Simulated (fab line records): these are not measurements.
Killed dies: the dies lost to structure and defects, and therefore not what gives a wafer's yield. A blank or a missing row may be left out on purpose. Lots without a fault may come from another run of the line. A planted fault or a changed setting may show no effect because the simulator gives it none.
A struck lot beside a sound one || flow n5Finfet || 24 steps out of a route of 1938
Sound: the wafers L549.3, L549.5, L549.6. Wafers struck: L555.2, L555.3, L555.5. The cause is given at the end.
For every step that has rows: the tool of each side, followed by ch and its chambers, followed by its first start. Under that, the readings that differ: sound wafers || struck wafers || difference of the means || sigmas: that difference in standard deviations of wafers without a fault.
alike: readings whose means differ by less than 2 such deviations, and words and numbers that are the same on both sides. not compared: withheld readings, readings that some wafer has no value for, bounds like >300 that may hide the same value, and numbers for which the record gives no deviation and whose values overlap.
A row with sigmas, a row that says differs or no value, or rows on one side alone: a step with any of these is where the two part. Numbers that have no deviation but don't overlap get no sigmas and don't part them. A reading that every wafer of one side lacks parts them only if that side has two wafers or more.

first, 11 steps without rows for these wafers: N5_HKMG_FIN_WET_ETCH_78 (etches Al2O3 in dNH4OH, stops on La2O3, target depth 4.5 nm, rinse time 30 s); N5_HKMG_FIN_ALD_79 (deposits TiN, target thk 1.5 nm, pulse time 1 s, purge time 3 s); N5_HKMG_FIN_CVD_62 (deposits a-Si from Si2H6, target thk 3 nm, time 20.8 s); N5_HKMG_FIN_RTA_80 (time 2 s); N5_HKMG_FIN_PRECLEAN_64 (cleans in dHF, time 30 s); N5_HKMG_FIN_WET_ETCH_65 (etches a-Si in TMAH, stops on TiN, time 49 s, target depth 3 nm); N5_HKMG_FIN_WET_ETCH_81 (etches TiN in SC1, stops on HfO2, time 57 s, target depth 6 nm); N5_HKMG_FIN_WET_ETCH_82 (etches La2O3 in dHCl, stops on HfO2, target depth 2 nm, rinse time 30 s); N5_HKMG_FIN_ALD_36 (deposits TiN, target thk 1 nm, pulse time 1 s, purge time 3 s); N5_HKMG_FIN_PWFM_ALD_03 (deposits TiN, target thk 2 nm, pulse time 1 s, purge time 3 s); N5_HKMG_FIN_COAT_29 (time 60 s, resist thk 300 nm).
N5_HKMG_FIN_COAT_30: time 60 s, resist thk 35 nm.
  sound on lithoTrack-05 ch 0, day 4 18:24; struck on lithoTrack-05 ch 0, day 6 08:23
{"reading": "spinSpeedRpm (rpm)", "sound": "1500.3 1500.2 1499.6", "struck": "1355.6 1352.8 1352.5", "difference": -146.4, "sigmas": "-99 or more"}
{"reading": "model.SiARC_of_HKMG_FIN_COAT_30.thkNm (nm)", "sound": "35 35.2 35", "struck": "36.8 36.8 36.8", "difference": "+1.7", "sigmas": ""}
  alike: heaterPowerTotalW
then, 7 steps without rows for these wafers: N5_HKMG_FIN_COAT_06 (resist thk 90 nm); N5_HKMG_FIN_EBR_08; N5_HKMG_FIN_SOFTBAKE_07 (time 60 s); N5_HKMG_FIN_EXPOSE_09 (exposes mask NWFM); N5_HKMG_FIN_PEB_10 (peb time 60 s); N5_HKMG_FIN_DEVELOP_11 (develop time 30 s); N5_HKMG_FIN_DESCUM_17 (chemistry O2, time 7.9 s).
N5_HKMG_FIN_ETCH_31: etches SiARC in CF4, target depth 45.5 nm, time 75.8 s.
  sound on rieDiel-01 ch 0,1,3, day 4 19:06; struck on rieDiel-01 ch 0,1, day 6 08:53
{"reading": "etchRfOnTimeS (s)", "sound": "76.9 75.6 74.5", "struck": "80.4 79.6 79.0", "difference": "+4.0", "sigmas": "+3"}
{"reading": "model.etch.depthNm (nm)", "sound": "34.98 35.13 35.02", "struck": "36.75 36.86 36.8", "difference": "+1.76", "sigmas": ""}
{"reading": "model.CAR-ArF_of_HKMG_FIN_COAT_06.thkNm (nm)", "sound": "51.4 51 51.2", "struck": "49 49 49.4", "difference": -2, "sigmas": ""}
  alike: drypumpMotorCurrentA, oesProductAu, rfVppV, showerheadPlenumPTorr, throttleValvePct
  not compared: rfHoursCounterH
N5_HKMG_FIN_ETCH_32: etches SOC in N2/H2, target depth 240 nm, time 300 s.
  sound on rieDiel-01 ch 0,1,3, day 4 19:09; struck on rieDiel-01 ch 0,1, day 6 08:56
{"reading": "model.SiARC_of_HKMG_FIN_COAT_30.thkNm (nm)", "sound": "21.4 21.6 21.2", "struck": "23.2 23 23.2", "difference": "+1.7", "sigmas": ""}
  alike: drypumpMotorCurrentA, oesProductAu, rfVppV, showerheadPlenumPTorr, throttleValvePct
  not compared: rfHoursCounterH
then, 1 step without rows for these wafers: N5_HKMG_FIN_STRIP_33 (strips in N2/H2).
-- here the record skips 4 days between the struck wafers' starts before and after, leaving off in module HKMG_FIN and picking up in module BEOL_M4 (first step shown: number 1111 of the route) --
N5_BEOL_M4_RC_MEAS_101:
  sound on prober-02 ch 0, day 8 05:37; struck on prober-02 ch 0, day 10 08:44
  alike: DIBL_N, DIBL_P, IOFF_N, IOFF_P, ION_N, ION_P, SS_N, SS_P, VT_N, VT_P
then, 1 step without rows for these wafers: N5_PASSIVATION_PROBE_49.

WHERE THEY PART
At N5_HKMG_FIN_COAT_30 first; at N5_HKMG_FIN_ETCH_31 last (within this record only). Later steps at which nothing parts them and some readings are alike: N5_HKMG_FIN_ETCH_32, N5_BEOL_M4_RC_MEAS_101.

WHY: what had been put in by the simulator
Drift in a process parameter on lithoTrack-05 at N5_HKMG_FIN_COAT_30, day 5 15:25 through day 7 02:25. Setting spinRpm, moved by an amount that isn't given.
